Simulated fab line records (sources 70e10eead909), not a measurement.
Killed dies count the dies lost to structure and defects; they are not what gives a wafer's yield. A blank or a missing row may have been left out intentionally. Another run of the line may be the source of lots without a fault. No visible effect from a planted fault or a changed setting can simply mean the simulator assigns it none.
Matching of chambers	flow nand_harc	NHARC_A_STAIRCASE_ETCHBACK_157 on rie_diel-09 has 4 sister chambers
The step etches the open film in CH3F/O2, target depth 90 nm, time 167.14 s. 14 wafers are shown with their chamber, then 7 later ones without.

== WAFERS, EACH WITH ITS CHAMBER ==
wafer	chamber	drypump_motor_current_A (A)	throttle_valve_pct (%)	showerhead_plenum_p_Torr (Torr)
L074.1	2	5.82	20.663	2.51
L074.2	1	5.46	20.665	2.53
L074.6	2	5.87	20.676	2.51
L077.2	0	5.29	20.669	2.27
L077.3	3	5.37	20.661	2.28
L077.4	1	5.44	20.669	2.52
L085.1	0	5.30	20.668	2.65
L085.2	2	5.85	20.655	2.49
L085.4	3	5.33	20.683	2.65
L089.3	2	5.83	20.660	2.48
L089.4	1	5.44	20.667	2.50
L089.5	0	5.28	20.665	2.65
L092.1	2	5.85	20.649	2.48
L092.3	0	5.29	20.677	2.64

SIGNATURES, as means of the wafers listed above
reading	chamber 0	chamber 1	chamber 2	chamber 3	scatter within a chamber
drypump_motor_current_A	5.2900	5.4467	5.8440	5.3500	0.0167
throttle_valve_pct	20.66975	20.66700	20.66060	20.67200	0.00859
showerhead_plenum_p_Torr	2.5525	2.5167	2.4940	2.4650	0.133
Rule: a wafer's distance from a chamber is the root of the sum, over the readings, of the square of ((its reading less the chamber's mean) divided by the reading's scatter). If the next closest chamber is less than 2 further off than the closest, the wafer can't be placed; otherwise it belongs to the closest. The scatter: take each reading less its chamber's mean, square it, sum over the shown wafers, divide by the number of wafers less the number of chambers, and take the root.

== WAFERS WITHOUT THEIR CHAMBER ==
wafer	drypump_motor_current_A (A)	throttle_valve_pct (%)	showerhead_plenum_p_Torr (Torr)
L092.4	5.46	20.663	2.50
L093.1	5.28	20.675	2.64
L093.3	5.82	20.662	2.48
L093.4	5.33	20.676	2.64
L095.1	5.43	20.672	2.50
L095.2	5.35	20.667	2.64
L095.3	5.87	20.668	2.48

== CHAMBER TAKEN BY EACH ==
wafer	from the rows above	in truth
L092.4	1	1
L093.1	0	0
L093.3	2	2
L093.4	can't be placed: 3 or 0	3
L095.1	1	1
L095.2	3	3
L095.3	2	2
Placed correctly: 6 of 7. From these rows, 1 cannot be placed; in 1 the true chamber is one of the candidates. 0 placed wrongly.
